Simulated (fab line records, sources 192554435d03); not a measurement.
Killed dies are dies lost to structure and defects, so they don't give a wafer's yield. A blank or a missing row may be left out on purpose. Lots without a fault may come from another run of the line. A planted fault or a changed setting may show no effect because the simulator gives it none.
fab line records | flow n5_finfet
record lots=5 wafers=15 last_day=19
route steps=1938 shown BEOL_M5@1184 BEOL_M6@1194
lots that met no fault: from a run of the same line without faults
start_h: hours from the record's first day to the start of the lot's first wafer shown | wait_h: hours since the lot's step before | " the same as in the row above | L1.1+2: a row that stands for several wafers | - no value, or no start given | * or withheld: withheld | < > ~ a bound
route shown NAME@n: a module of which the file shows steps, and the number in the route of the first | usual: mean/standard deviation of fault-free wafers | same: alike in all rows | chamber/n: place in a boat | sites: the reading at each site | _std_site: their standard deviation | _edge_site: outer sites' mean less inner sites' | radius_mm: how far each site lies from the wafer's centre | mask NAME#n: copy n | behind: the tool/chamber that last shaped the wafer | hold: why the lot was held/for how many hours/how that ended | device: the transistor (n, p or np) that didn't switch | end of line: the same wafers' tests at the end of the route | a step without rows: its recipe alone | killed: dies lost to structure and defects at the first sort, not the wafer's yield | map: a wafer's dies, x killed, . not, _ none there
set.NAME: the setting as run; set.NAME@STEP: as run at that earlier step | model.NAME: the simulator's own value behind a step, which no gauge read
lots at some steps of the route; a table a step, a row a wafer
services: from which hour (start_h, from the record's first day; less than 0 if before it) a tool's chamber was out of use, for how many hours, and why
## steps
# step N5_BEOL_M5_ECD_50
# recipe material=Cu target_thk_a=3000
# columns lot.wafer tool chamber start_h wait_h
L075.2+3+5 ecd_cu-02 0,1,0 221.33 0.1
L077.1+5+6 ecd_cu-01 0,0,1 223.45 0.1
L084.1+2+5 ecd_cu-02 0,1,1 276.03 0.1
L086.2+3+6 ecd_cu-02 1,1,0 283.58 0.1
L096.1+2+6 ecd_cu-02 1,0,1 348.41 0.1
# step N5_BEOL_M5_ANNEAL_51
# recipe temp_c=225 time_s=90 ambient=N2
# usual wafer_temp_C_max=226.08/0.28
# columns lot.wafer tool chamber start_h wait_h wafer_temp_C_max
L075.2 rtp_anneal-02 0 221.47 0.1 226.17
L075.3 " 0 " " 226.44
L075.5 " 0 " " 226.37
L077.1 rtp_anneal-01 0 223.53 0.1 225.89
L077.5 " 0 " " 225.47
L077.6 " 0 " " 225.73
L084.1 rtp_anneal-02 0 276.11 0.1 226.36
L084.2 " 0 " " 226.07
L084.5 " 0 " " 226.51
L086.2 rtp_anneal-01 0 283.76 0.2 226.19
L086.3 " 0 " " 226.21
L086.6 " 0 " " 226.05
L096.1 rtp_anneal-02 0 348.50 0.1 226.33
L096.2 " 0 " " 226.29
L096.6 " 0 " " 226.10
# step N5_BEOL_M5_CMP_52
# recipe stop_on=SiCOH_lowk t_overpolish_s=6.9 down_force_psi=1 platen_rpm=50 clearing_platen_down_force_psi=1.5 clearing_platen_rpm=50 post_cmp_clean=cu_alkaline target_thk_nm=62 clearing_platen_pad_velocity_m_s=0.99484 pad_velocity_m_s=0.99484
# usual barrier_field_endpoint_s=24.4/0.58 motor_current_A=5.9/0.64 overpolish_run_s=6.900/0.0086 time_to_endpoint_s=61/3.5
# columns lot.wafer tool chamber start_h wait_h barrier_field_endpoint_s motor_current_A overpolish_run_s time_to_endpoint_s
L075.2 cmp-03 2 221.72 0.2 24.6 5.4 6.890 61
L075.3 " 1 " " 23.9 5.3 6.902 59
L075.5 " 2 " " 25.0 5.0 6.893 61
L077.1 cmp-03 1 223.87 0.3 24.3 5.4 6.898 60
L077.5 " 0 " " 24.3 6.1 6.909 60
L077.6 " 1 " " 24.7 5.7 6.898 59
L084.2 cmp-03 3 276.41 0.2 24.3 5.2 6.900 61
L084.1 " 1 " " 24.6 5.7 6.909 62
L084.5 " 0 " " 24.2 5.8 6.913 58
L086.3 cmp-03 1 284.23 0.3 24.4 5.7 6.887 59
L086.2 " 3 " " 23.4 5.5 6.906 62
L086.6 " 2 " " 23.5 5.3 6.886 58
L096.1 cmp-04 2 349.06 0.5 24.4 6.3 6.904 63
L096.2 " 3 " " 24.2 5.8 6.881 60
L096.6 " 1 " " 24.9 5.7 6.899 57
# step N5_BEOL_M5_THK_MEAS_53
# recipe thk_meas_gauge=xrf reads=Cu_of_BEOL_M5_ECD_50
# usual M5_THK=61.1/1.6
# columns lot.wafer tool chamber start_h wait_h M5_THK[nm]
L075.2 film_metro-01 - 222.01 - 62.9
L075.3 " - " " 60.4
L075.5 " - " " 64.1
L077.1 film_metro-01 - 224.13 - 59.3
L077.5 " - " " 60.1
L077.6 " - " " 59.7
L084.1 film_metro-02 - 276.71 - 59.2
L084.2 " - " " 59.2
L084.5 " - " " 58.9
L086.2 film_metro-01 - 284.53 - 62.7
L086.3 " - " " 59.2
L086.6 " - " " 61.9
L096.1 film_metro-02 - 349.28 - 61.8
L096.2 " - " " 59.7
L096.6 " - " " 62.4
# step N5_BEOL_M5_PRE_CLEAN_77
# recipe gas=NH3/H2 time_s=15 temp_c=* rf_power_w=300
# usual heater_power_w=92/16
# columns lot.wafer tool chamber start_h wait_h heater_power_w
L075.2 cvd_co-02 0 222.05 0.0 97
L075.3 " 1 " " 78
L075.5 " 0 " " 98
L077.1 cvd_co-02 1 224.16 0.0 77
L077.5 " 2 " " 80
L077.6 " 1 " " 75
L084.1 cvd_co-02 0 276.74 0.0 100
L084.2 " 2 " " 79
L084.5 " 0 " " 97
L086.2 cvd_co-02 1 284.56 0.0 76
L086.3 " 2 " " 80
L086.6 " 1 " " 77
L096.1 cvd_co-01 0 349.32 0.0 112
L096.2 " 2 " " 80
L096.6 " 2 " " 80
# step N5_BEOL_M5_CO_CAP_78
# recipe material=Co target_thk_a=20 temp_c=200 precursor=CCTBA/H2 pressure_torr=30 time_s=102.1
# usual heater_power_w=244/20
# columns lot.wafer tool chamber start_h wait_h heater_power_w
L075.2 cvd_co-02 0 222.09 0.0 257
L075.3 " 1 " " 228
L075.5 " 0 " " 249
L077.1 cvd_co-02 1 224.20 0.0 231
L077.5 " 2 " " 236
L077.6 " 1 " " 218
L084.1 cvd_co-02 0 276.78 0.0 252
L084.2 " 2 " " 229
L084.5 " 0 " " 253
L086.2 cvd_co-02 1 284.60 0.0 219
L086.3 " 2 " " 229
L086.6 " 1 " " 229
L096.1 cvd_co-01 0 349.38 0.0 283
L096.2 " 2 " " 230
L096.6 " 2 " " 227
# step N5_BEOL_M5_PRE_CLEAN_55
# recipe gas=NH3 time_s=15 temp_c=withheld rf_power_w=300
# columns lot.wafer tool chamber start_h wait_h
L075.2+3+5 pecvd-01 2,2,1 222.18 0.1
L077.1+5+6 pecvd-01 2,2,1 224.29 0.1
L084.1+2+5 pecvd-04 0,1,0 276.87 0.1
L086.2+3+6 pecvd-04 2,1,1 284.70 0.1
L096.1+2+6 pecvd-04 1,2,2 349.51 0.1
# step N5_BEOL_M5_DEP_56
# recipe material=SiCN target_thk_a=80 temp_c=withheld precursor=3MS/NH3 pressure_torr=3 rf_w=202 time_s=14
# usual showerhead_plenum_p_Torr=3.664/0.016 throttle_valve_pct=8.9/0.39
# columns lot.wafer tool chamber start_h wait_h showerhead_plenum_p_Torr throttle_valve_pct
L075.2 pecvd-01 2 222.22 0.0 3.664 8.6
L075.3 " 2 " " 3.663 8.7
L075.5 " 1 " " 3.679 9.2
L077.1 pecvd-01 2 224.33 0.0 3.667 8.6
L077.5 " 2 " " 3.657 8.8
L077.6 " 1 " " 3.677 9.1
L084.1 pecvd-04 0 276.90 0.0 3.655 8.6
L084.2 " 1 " " 3.647 9.6
L084.5 " 0 " " 3.668 8.5
L086.2 pecvd-04 2 284.72 0.0 3.684 8.7
L086.3 " 1 " " 3.654 9.7
L086.6 " 1 " " 3.655 9.8
L096.1 pecvd-04 1 349.53 0.0 3.647 9.6
L096.2 " 2 " " 3.665 8.6
L096.6 " 2 " " 3.675 8.8
# step N5_BEOL_M5_RS_MEAS_57
# recipe thk_meas_gauge=four-point-probe reads=Co_of_BEOL_M5_CO_CAP_78+Cu_of_BEOL_M5_ECD_50+Co_of_BEOL_M5_CVD_47+TaN_of_BEOL_M5_ALD_86
# usual M5_RS=0.393/0.013
# columns lot.wafer tool chamber start_h wait_h M5_RS[ohm/sq]
L075.2 film_metro-01 - 222.30 0.1 0.378
L075.3 " - " " 0.396
L075.5 " - " " 0.370
L077.1 film_metro-02 - 224.42 0.1 0.409
L077.5 " - " " 0.402
L077.6 " - " " 0.401
L084.1 film_metro-01 - 276.97 0.0 0.409
L084.2 " - " " 0.407
L084.5 " - " " 0.414
L086.2 film_metro-02 - 284.79 0.1 0.376
L086.3 " - " " 0.403
L086.6 " - " " 0.384
L096.1 film_metro-02 - 349.60 0.0 0.394
L096.2 " - " " 0.407
L096.6 " - " " 0.388
# step N5_BEOL_M5_INSPECT_58
# recipe inspect_instrument=darkfield mode=post_dep
# usual raw_defect_count=78/25
# columns lot.wafer tool chamber start_h wait_h raw_defect_count
L075.2 defect_inspect-01 - 222.33 0.0 75
L075.3 " - " " 52
L075.5 " - " " 88
L077.1 defect_inspect-01 - 224.44 0.0 72
L077.5 " - " " 68
L077.6 " - " " 50
L084.1 defect_inspect-01 - 276.99 0.0 88
L084.2 " - " " 80
L084.5 " - " " 58
L086.2 defect_inspect-02 - 284.81 0.0 34
L086.3 " - " " 60
L086.6 " - " " 42
L096.1 defect_inspect-02 - 349.62 0.0 73
L096.2 " - " " 44
L096.6 " - " " 44
# step N5_BEOL_M6_ILD_DEP_00
# recipe material=SiCOH_lowk target_thk_a=1797.5 temp_c=300 precursor=DEMS/porogen pressure_torr=5 rf_w=500 time_s=33.4
# usual heater_power_w=351/65 showerhead_plenum_p_Torr=5.737/0.02 throttle_valve_pct=13.9/1.2
# columns lot.wafer tool chamber start_h wait_h heater_power_w showerhead_plenum_p_Torr throttle_valve_pct
L075.2 pecvd-04 0 222.36 0.0 344 5.728 12.9
L075.3 " 2 " " 265 5.759 13.0
L075.5 " 1 " " 238 5.728 14.9
L077.1 pecvd-02 0 224.48 0.0 399 5.711 13.1
L077.5 " 1 " " 276 5.736 14.3
L077.6 " 0 " " 406 5.706 12.8
L084.1 pecvd-02 2 277.03 0.0 428 5.708 14.0
L084.2 " 0 " " 402 5.720 12.9
L084.5 " 1 " " 276 5.732 14.3
L086.2 pecvd-03 2 284.85 0.0 402 5.760 12.7
L086.3 " 1 " " 321 5.754 14.8
L086.6 " 1 " " 325 5.770 14.8
L096.1 pecvd-03 2 349.66 0.0 361 5.758 12.8
L096.2 " 1 " " 351 5.749 14.6
L096.6 " 0 " " 349 5.724 16.5
# step N5_BEOL_M6_CURE_74
# recipe temp_c=385 time_s=240 ambient=He/Ar material=SiCOH_lowk
# usual lamp_power_pct=52.31/0.055 wafer_temp_C_max=386.8/0.52
# columns lot.wafer tool chamber start_h wait_h lamp_power_pct wafer_temp_C_max
L075.2 uv_cure-01 0 222.51 0.1 52.32 386.5
L075.3 " 0 " " 52.42 387.4
L075.5 " 0 " " 52.31 386.9
L077.1 uv_cure-01 1 224.56 0.1 52.36 386.7
L077.5 " 1 " " 52.31 387.6
L077.6 " 1 " " 52.30 387.7
L084.1 uv_cure-03 1 277.09 0.0 52.30 386.8
L084.2 " 1 " " 52.37 387.0
L084.5 " 1 " " 52.33 386.3
L086.2 uv_cure-01 1 284.99 0.1 52.30 386.6
L086.3 " 1 " " 52.26 386.9
L086.6 " 1 " " 52.36 386.9
L096.1 uv_cure-03 1 349.72 0.0 52.24 386.9
L096.2 " 1 " " 52.29 386.9
L096.6 " 1 " " 52.38 386.3
# step N5_BEOL_M6_THK_MEAS_01
# recipe reads=SiCOH_lowk_of_BEOL_M6_ILD_DEP_00
# usual M6_ILD_THK=155.2/2.2
# columns lot.wafer tool chamber start_h wait_h M6_ILD_THK[nm]
L075.2 film_metro-02 - 222.94 0.4 153.0
L075.3 " - " " 154.8
L075.5 " - " " 158.9
L077.1 film_metro-02 - 225.08 0.4 153.3
L077.5 " - " " 157.2
L077.6 " - " " 157.3
L084.1 film_metro-02 - 278.09 0.8 150.0
L084.2 " - " " 152.9
L084.5 " - " " 155.3
L086.2 film_metro-01 - 285.43 0.4 156.6
L086.3 " - " " 155.7
L086.6 " - " " 156.9
L096.1 film_metro-02 - 350.24 0.4 153.7
L096.2 " - " " 154.9
L096.6 " - " " 156.6
# step N5_BEOL_M6_PECVD_70
# recipe material=SiO2 target_thk_a=200 temp_c=400 precursor=TEOS/O2 pressure_torr=5.5 rf_w=450 teos_flow_sccm=53.8 gas=O2 flow_sccm=3000 time_s=22.7
# usual heater_power_w=759/110 showerhead_plenum_p_Torr=8.78/0.085 throttle_valve_pct=22.6/2
# columns lot.wafer tool chamber start_h wait_h heater_power_w showerhead_plenum_p_Torr throttle_valve_pct
L075.2 pecvd-03 1 222.98 0.0 780 8.91 23.6
L075.3 " 2 " " 799 8.86 20.0
L075.5 " 1 " " 744 8.87 23.5
L077.1 pecvd-02 1 225.11 0.0 692 8.82 22.6
L077.5 " 1 " " 685 8.83 22.8
L077.6 " 0 " " 811 8.65 21.0
L084.1 pecvd-03 2 278.12 0.0 913 8.88 20.3
L084.2 " 1 " " 747 8.89 23.4
L084.5 " 1 " " 767 8.88 23.6
L086.2 pecvd-04 1 285.46 0.0 600 8.72 24.0
L086.3 " 2 " " 611 8.87 21.5
L086.6 " 0 " " 708 8.78 21.0
L096.1 pecvd-04 2 350.27 0.0 695 8.85 21.5
L096.2 " 0 " " 716 8.77 21.1
L096.6 " 0 " " 724 8.77 21.3
# step N5_BEOL_M6_HM_DEP_02
# recipe material=TiN target_thk_a=200 temp_c=25 chamber_pressure_pa=0.49996
# usual chamber_pressure_pa=0.5001/0.0011 throttle_valve_pct=29.8/1.1
# columns lot.wafer tool chamber start_h wait_h chamber_pressure_pa throttle_valve_pct
L075.2 pvd_sputter-03 - 223.73 0.7 0.4984 29.4
L075.3 " - " " 0.5004 28.4
L075.5 " - " " 0.5000 29.4
L077.1 pvd_sputter-02 - 227.22 2.1 0.5010 28.4
L077.5 " - " " 0.5015 28.2
L077.6 " - " " 0.5019 28.8
L084.1 pvd_sputter-02 - 278.69 0.5 0.5022 30.3
L084.2 " - " " 0.5008 28.9
L084.5 " - " " 0.5011 28.4
L086.2 pvd_sputter-02 - 286.82 1.3 0.5010 28.9
L086.3 " - " " 0.5017 28.3
L086.6 " - " " 0.5011 28.2
L096.1 pvd_sputter-03 - 351.57 1.3 0.4982 30.0
L096.2 " - " " 0.4994 29.6
L096.6 " - " " 0.5024 29.4
# step N5_BEOL_M6_COAT_59
# recipe resist=SOC temp_c=250 time_s=60 spin_rpm=1500 resist_thk_nm=100
# usual plate_temp_C=250.01/0.17
# columns lot.wafer tool chamber start_h wait_h plate_temp_C
L075.2 litho_track-01 0 223.86 0.1 250.19
L075.3 " 0 " " 250.01
L075.5 " 0 " " 250.02
L077.1 litho_track-02 0 227.34 0.1 250.05
L077.5 " 0 " " 249.93
L077.6 " 0 " " 250.10
L084.1 litho_track-01 0 278.82 0.1 250.24
L084.2 " 0 " " 249.88
L084.5 " 0 " " 250.32
L086.2 litho_track-05 0 286.94 0.1 250.14
L086.3 " 0 " " 250.26
L086.6 " 0 " " 249.96
L096.1 litho_track-02 0 351.70 0.1 250.03
L096.2 " 0 " " 250.02
L096.6 " 0 " " 250.18
# step N5_BEOL_M6_COAT_60
# recipe resist=SiARC temp_c=220 time_s=60 spin_rpm=1500 resist_thk_nm=35
# usual plate_temp_C=220.01/0.18
# columns lot.wafer tool chamber start_h wait_h plate_temp_C
L075.2 litho_track-01 0 - - 220.48
L075.3 " 0 " " 220.39
L075.5 " 0 " " 220.33
L077.1 litho_track-02 0 - - 220.11
L077.5 " 0 " " 220.02
L077.6 " 0 " " 219.86
L084.1 litho_track-01 0 - - 219.92
L084.2 " 0 " " 220.14
L084.5 " 0 " " 219.95
L086.2 litho_track-05 0 - - 219.91
L086.3 " 0 " " 220.09
L086.6 " 0 " " 219.84
L096.1 litho_track-02 0 - - 220.01
L096.2 " 0 " " 219.95
L096.6 " 0 " " 219.87
# step N5_BEOL_M6_COAT_05
# recipe resist=CAR-ArF spin_rpm=1500 resist_thk_nm=90
# columns lot.wafer tool chamber start_h wait_h
L075.2+3+5 litho_track-01 0 - -
L077.1+5+6 litho_track-02 0 - -
L084.1+2+5 litho_track-01 0 - -
L086.2+3+6 litho_track-05 0 - -
L096.1+2+6 litho_track-02 0 - -
# step N5_BEOL_M6_EBR_07
# recipe solvent=PGMEA ebr_width_mm=1.5
# same ebr_width_mm=1.5
# columns lot.wafer tool chamber start_h wait_h
L075.2+3+5 litho_track-01 0 - -
L077.1+5+6 litho_track-02 0 - -
L084.1+2+5 litho_track-01 0 - -
L086.2+3+6 litho_track-05 0 - -
L096.1+2+6 litho_track-02 0 - -
# step N5_BEOL_M6_SOFTBAKE_06
# recipe temp_c=110 time_s=60 resist=CAR-ArF
# usual plate_temp_C=109.98/0.15
# columns lot.wafer tool chamber start_h wait_h plate_temp_C
L075.2 litho_track-01 0 - - 109.97
L075.3 " 0 " " 110.07
L075.5 " 0 " " 109.95
L077.1 litho_track-02 0 - - 110.06
L077.5 " 0 " " 110.08
L077.6 " 0 " " 109.90
L084.1 litho_track-01 0 - - 109.99
L084.2 " 0 " " 109.96
L084.5 " 0 " " 110.00
L086.2 litho_track-05 0 - - 110.11
L086.3 " 0 " " 110.12
L086.6 " 0 " " 109.99
L096.1 litho_track-02 0 - - 109.95
L096.2 " 0 " " 110.03
L096.6 " 0 " " 110.02
# step N5_BEOL_M6_EXPOSE_08
# recipe mask_id=M6 na=1.35 source_shape=dipole sigma_inner=0.817 sigma_outer=0.97 polarization=te dose_mj=68.25
# usual reticle_temp_C=23.00/0.1 stage_vel_mm_s=500.04/0.24
# same sigma_inner=0.817
# columns lot.wafer tool chamber start_h wait_h mask reticle_temp_C stage_vel_mm_s
L075.2 arfi_scanner-01 0 224.15 - M6#0 23.19 500.00
L075.3 " 0 " " M6#0 23.21 499.75
L075.5 " 0 " " M6#0 23.05 499.89
L077.1 arfi_scanner-01 0 227.46 - M6#0 22.70 500.00
L077.5 " 0 " " M6#0 22.83 500.18
L077.6 " 0 " " M6#0 23.00 500.09
L084.1 arfi_scanner-02 0 278.93 - M6#0 23.02 499.79
L084.2 " 0 " " M6#0 22.95 500.24
L084.5 " 0 " " M6#0 22.96 500.28
L086.2 arfi_scanner-01 0 287.26 - M6#0 23.13 500.09
L086.3 " 0 " " M6#0 22.96 500.12
L086.6 " 0 " " M6#0 22.95 500.16
L096.1 arfi_scanner-01 0 351.82 - M6#0 23.02 500.07
L096.2 " 0 " " M6#0 22.94 499.85
L096.6 " 0 " " M6#0 22.90 500.01
# step N5_BEOL_M6_PEB_09
# recipe peb_temp_c=withheld peb_time_s=60 resist=CAR-ArF
# same peb_time_s=60
# columns lot.wafer tool chamber start_h wait_h
L075.2+3+5 litho_track-01 0 224.20 0.0
L077.1+5+6 litho_track-02 0 227.52 0.1
L084.1+2+5 litho_track-05 0 278.99 0.1
L086.2+3+6 litho_track-01 0 287.31 0.0
L096.1+2+6 litho_track-05 0 351.88 0.1
# step N5_BEOL_M6_DEVELOP_10
# recipe develop_time_s=30 developer=TMAH resist=CAR-ArF rinse_liquid=diw dry=air_spin dev_temp_c=23
# columns lot.wafer tool chamber start_h wait_h
L075.2+3+5 litho_track-01 0 - -
L077.1+5+6 litho_track-02 0 - -
L084.1+2+5 litho_track-05 0 - -
L086.2+3+6 litho_track-01 0 - -
L096.1+2+6 litho_track-05 0 - -
# step N5_BEOL_M6_CD_MEAS_11
# recipe target_cd_nm=38.5 landing_energy_ev=500 detector=se_inlens polarity=opening
# usual cd_nm=38.5/0.7
# columns lot.wafer tool chamber start_h wait_h cd_nm
L075.2 cd_sem-02 0 224.27 - 38.4
L075.3 " 0 " " 37.9
L075.5 " 0 " " 37.5
L077.1 cd_sem-02 0 227.59 - 39.8
L077.5 " 0 " " 39.9
L077.6 " 0 " " 39.4
L084.1 cd_sem-03 0 279.06 - 38.6
L084.2 " 0 " " 39.2
L084.5 " 0 " " 38.6
L086.2 cd_sem-03 0 287.38 - 38.1
L086.3 " 0 " " 38.1
L086.6 " 0 " " 38.1
L096.1 cd_sem-03 0 351.97 - 37.9
L096.2 " 0 " " 38.7
L096.6 " 0 " " 38.4
# step N5_BEOL_M6_OVL_MEAS_12
# recipe points_per_wafer=44
# usual M6_OVL=0.2/0.68
# columns lot.wafer tool chamber start_h wait_h M6_OVL[nm]
L075.2 overlay-01 0 224.30 0.0 0.7
L075.3 " 0 " " 0.8
L075.5 " 0 " " -0.2
L077.1 overlay-02 0 227.62 0.0 0.7
L077.5 " 0 " " -0.5
L077.6 " 0 " " -0.5
L084.1 overlay-02 0 279.09 0.0 0.8
L084.2 " 0 " " 0.6
L084.5 " 0 " " 0.7
L086.2 overlay-01 0 287.41 0.0 0.6
L086.3 " 0 " " 0.3
L086.6 " 0 " " 0.4
L096.1 overlay-02 0 352.00 0.0 0.3
L096.2 " 0 " " 1.7
L096.6 " 0 " " 1.7
# step N5_BEOL_M6_INSPECT_13
# recipe mode=adi inspect_instrument=brightfield
# usual raw_defect_count=434/110
# columns lot.wafer tool chamber start_h wait_h raw_defect_count
L075.2 defect_inspect-01 - 224.32 0.0 485
L075.3 " - " " 523
L075.5 " - " " 574
L077.1 defect_inspect-02 - 227.65 0.0 660
L077.5 " - " " 574
L077.6 " - " " 510
L084.1 defect_inspect-02 - 279.12 0.0 633
L084.2 " - " " 508
L084.5 " - " " 579
L086.2 defect_inspect-01 - 287.43 0.0 465
L086.3 " - " " 401
L086.6 " - " " 351
L096.1 defect_inspect-02 - 352.02 0.0 365
L096.2 " - " " 395
L096.6 " - " " 361
# step N5_BEOL_M6_DESCUM_16
# recipe chemistry=O2 time_s=7.9 source_power_w=50 bias_power_w=20 pressure_mtorr=20 rf_frequency_hz=2.712e+07 temp_c=40 resist=CAR-ArF o2_flow_sccm=225
# usual drypump_motor_current_A=5.6/0.49 oes_product_au=0.79/0.077 rf_vpp_V=242.9/1.4 showerhead_plenum_p_Torr=2.07/0.074 throttle_valve_pct=20.39/0.2
# columns lot.wafer tool chamber start_h wait_h drypump_motor_current_A oes_product_au rf_hours_counter_h rf_vpp_V showerhead_plenum_p_Torr throttle_valve_pct
L075.2 rie_diel-04 3 224.36 0.0 5.8 0.69 201 242.8 2.08 20.28
L075.3 " 1 " " 5.7 0.73 190 242.7 1.99 20.11
L075.5 " 0 " " 4.9 0.81 - 242.1 2.03 20.51
L077.1 rie_diel-06 0 227.84 0.2 5.2 0.88 33 243.2 2.13 20.32
L077.5 " 3 " " 4.9 0.90 - 244.0 2.22 20.55
L077.6 " 1 " " 5.9 0.87 - 245.5 2.21 20.23
L084.1 rie_diel-06 3 279.20 0.1 5.0 0.87 61 244.4 2.21 20.57
L084.2 " 2 " " 5.3 0.91 17 243.6 2.15 20.40
L084.5 " 0 " " 5.3 0.85 - 242.1 2.12 20.34
L086.2 rie_diel-04 3 287.64 0.2 5.8 0.67 226 243.4 2.07 20.31
L086.3 " 0 " " 4.9 0.79 129 242.6 2.02 20.54
L086.6 " 0 " " 5.0 0.78 - 243.7 2.02 20.55
L096.1 rie_diel-03 3 352.29 0.3 5.7 0.75 153 242.7 2.00 20.33
L096.2 " 2 " " 5.6 0.78 137 243.0 2.02 20.69
L096.6 " 0 " " 5.2 0.75 - 244.2 2.16 20.49
# step N5_BEOL_M6_ETCH_61
# recipe chemistry=CF4 target=SiARC target_depth_a=455 mask_material=CAR-ArF time_s=75.8 ion_energy_ev=80 pressure_mtorr=40 source_w=545 bias_w=36 Ar_flow_sccm=100 cf4_flow_sccm=100 ends=cleared
# usual drypump_motor_current_A=5.6/0.49 etch_rf_on_time_s=76.1/1.6 oes_product_au=0.68/0.067 rf_vpp_V=183.8/1.4 showerhead_plenum_p_Torr=2.13/0.079 throttle_valve_pct=15.60/0.15
# columns lot.wafer tool chamber start_h wait_h drypump_motor_current_A etch_rf_on_time_s oes_product_au rf_hours_counter_h rf_vpp_V showerhead_plenum_p_Torr throttle_valve_pct
L075.2 rie_diel-04 3 224.39 0.0 5.8 77.1 0.59 201 184.3 2.13 15.61
L075.3 " 1 " " 5.7 75.8 0.64 190 182.2 2.05 15.41
L075.5 " 0 " " 4.9 75.5 0.69 - 182.5 2.07 15.62
L077.1 rie_diel-06 0 227.87 0.0 5.3 76.1 0.76 33 183.1 2.18 15.49
L077.5 " 3 " " 4.9 74.3 0.78 - 185.2 2.27 15.78
L077.6 " 1 " " 5.9 73.8 0.76 - 186.2 2.27 15.53
L084.1 rie_diel-06 3 279.24 0.0 4.9 73.6 0.75 61 185.9 2.27 15.81
L084.2 " 2 " " 5.3 72.3 0.79 17 183.9 2.18 15.40
L084.5 " 0 " " 5.3 76.0 0.73 - 183.5 2.17 15.52
L086.2 rie_diel-04 3 287.68 0.0 5.8 76.3 0.58 226 182.6 2.13 15.65
L086.3 " 0 " " 5.0 76.1 0.67 129 182.5 2.06 15.65
L086.6 " 0 " " 5.0 76.2 0.67 - 183.6 2.06 15.67
L096.1 rie_diel-03 3 352.32 0.0 5.7 75.5 0.65 153 182.0 2.05 15.50
L096.2 " 2 " " 5.6 78.1 0.65 137 182.7 2.05 15.77
L096.6 " 0 " " 5.2 75.9 0.63 - 183.6 2.22 15.76
# step N5_BEOL_M6_ETCH_62
# recipe chemistry=N2/H2 target=SOC target_depth_a=1100 overetch_a=220 mask_material=SiARC temp_c=40 time_s=165 ion_energy_ev=200 pressure_mtorr=30 source_w=840 bias_w=150 n2_flow_sccm=200 h2_flow_sccm=200
# usual drypump_motor_current_A=5.6/0.49 oes_product_au=0.67/0.063 rf_vpp_V=523.4/2.7 showerhead_plenum_p_Torr=2.52/0.093 throttle_valve_pct=17.76/0.19
# columns lot.wafer tool chamber start_h wait_h drypump_motor_current_A oes_product_au rf_hours_counter_h rf_vpp_V showerhead_plenum_p_Torr throttle_valve_pct
L075.2 rie_diel-04 3 224.45 0.0 5.8 0.59 201 523.3 2.52 17.62
L075.3 " 1 " " 5.8 0.63 190 519.6 2.42 17.49
L075.5 " 0 " " 5.0 0.68 - 521.5 2.45 17.87
L077.1 rie_diel-06 0 227.93 0.0 5.3 0.75 33 525.2 2.59 17.79
L077.5 " 3 " " 4.9 0.77 - 528.1 2.68 17.77
L077.6 " 1 " " 5.9 0.74 - 528.0 2.70 17.68
L084.1 rie_diel-06 3 279.30 0.0 5.0 0.74 61 528.5 2.67 17.80
L084.2 " 2 " " 5.3 0.76 17 525.4 2.57 17.55
L084.5 " 0 " " 5.3 0.73 - 524.9 2.58 17.79
L086.2 rie_diel-04 3 287.73 0.0 5.8 0.58 226 523.3 2.50 17.64
L086.3 " 0 " " 5.0 0.66 129 522.2 2.44 17.89
L086.6 " 0 " " 5.0 0.66 - 520.7 2.44 17.90
L096.1 rie_diel-03 3 352.38 0.0 5.7 0.64 154 522.2 2.43 17.78
L096.2 " 2 " " 5.6 0.67 138 520.5 2.43 18.02
L096.6 " 0 " " 5.1 0.63 - 526.9 2.62 17.84
# step N5_BEOL_M6_STRIP_68
# recipe chemistry=N2/H2 temp_c=40 n2_flow_sccm=200 h2_flow_sccm=200 rf_frequency_hz=6e+07
# columns lot.wafer tool chamber start_h wait_h
L075.2+3+5 rie_diel-04 3,1,0 224.58 0.1
L077.1+5+6 rie_diel-06 0,3,1 228.07 0.1
L084.1+2+5 rie_diel-06 3,2,0 279.43 0.1
L086.2+3+6 rie_diel-04 3,0,0 287.87 0.1
L096.1+2+6 rie_diel-03 3,2,0 352.52 0.1
# step N5_BEOL_M6_STRIP_67
# recipe chemistry=CF4 resist=SiARC power_w=300 bias_power_w=75 pressure_mtorr=50 cf4_flow_sccm=150 rf_frequency_hz=6e+07
# usual drypump_motor_current_A=5.6/0.49 oes_product_au=0.79/0.074 power_w=300.0/0.83 rf_vpp_V=270.9/1.6 showerhead_plenum_p_Torr=1.78/0.067 throttle_valve_pct=13.57/0.15
# columns lot.wafer tool chamber start_h wait_h drypump_motor_current_A oes_product_au power_w rf_hours_counter_h rf_vpp_V showerhead_plenum_p_Torr throttle_valve_pct
L075.2 rie_diel-04 3 224.59 0.0 5.8 0.69 299.7 201 270.3 1.78 13.56
L075.3 " 1 " " 5.7 0.75 299.9 190 268.5 1.72 13.44
L075.5 " 0 " " 5.0 0.80 298.5 - 269.1 1.72 13.54
L077.1 rie_diel-06 0 228.08 0.0 5.3 0.89 299.2 33 272.7 1.84 13.48
L077.5 " 3 " " 5.0 0.89 299.2 - 273.5 1.90 13.69
L077.6 " 1 " " 5.9 0.87 299.7 - 273.7 1.91 13.50
L084.1 rie_diel-06 3 279.44 0.0 4.9 0.87 300.8 61 272.6 1.89 13.72
L084.2 " 2 " " 5.3 0.90 299.6 17 273.1 1.83 13.35
L084.5 " 0 " " 5.3 0.85 299.7 - 271.7 1.83 13.52
L086.2 rie_diel-04 3 287.88 0.0 5.8 0.69 300.7 226 270.2 1.77 13.62
L086.3 " 0 " " 4.9 0.78 299.9 129 269.5 1.72 13.58
L086.6 " 0 " " 4.9 0.78 299.6 - 270.0 1.72 13.57
L096.1 rie_diel-03 3 352.53 0.0 5.7 0.75 300.2 154 269.5 1.71 13.45
L096.2 " 2 " " 5.6 0.77 300.6 138 269.0 1.73 13.76
L096.6 " 0 " " 5.2 0.74 299.3 - 274.1 1.86 13.75
## services
# columns tool chamber start_h hours kind
rie_diel-06 - 202.66 1.0 repair
pecvd-01 0 206.51 20.5 repair
pecvd-04 - 224.36 1.5 repair
pecvd-03 0 225.67 2.2 repair
ecd_cu-02 - 228.57 15.5 repair
cmp-03 - 241.72 4.0 pm
cmp-03 - 248.25 0.3 repair
arfi_scanner-01 - 263.16 1.0 pm
rie_diel-03 1 265.87 8.3 repair
arfi_scanner-01 - 266.57 1.0 pm
arfi_scanner-01 - 273.11 3.9 pm
cmp-03 - 290.81 6.8 pm
arfi_scanner-01 - 300.90 4.9 pm
pecvd-04 - 305.66 14.0 repair
rie_diel-03 0 314.36 19.1 repair
arfi_scanner-01 - 316.60 1.3 pm
rie_diel-03 1 319.35 9.5 repair
cmp-03 - 320.15 1.3 repair
ecd_cu-02 - 320.46 2.9 repair
arfi_scanner-01 - 326.32 0.8 pm
cvd_co-02 - 326.75 0.5 repair
arfi_scanner-01 - 328.49 6.0 pm
rie_diel-06 0 335.30 4.4 repair
rie_diel-03 3 338.59 11.0 repair
## key
fault none
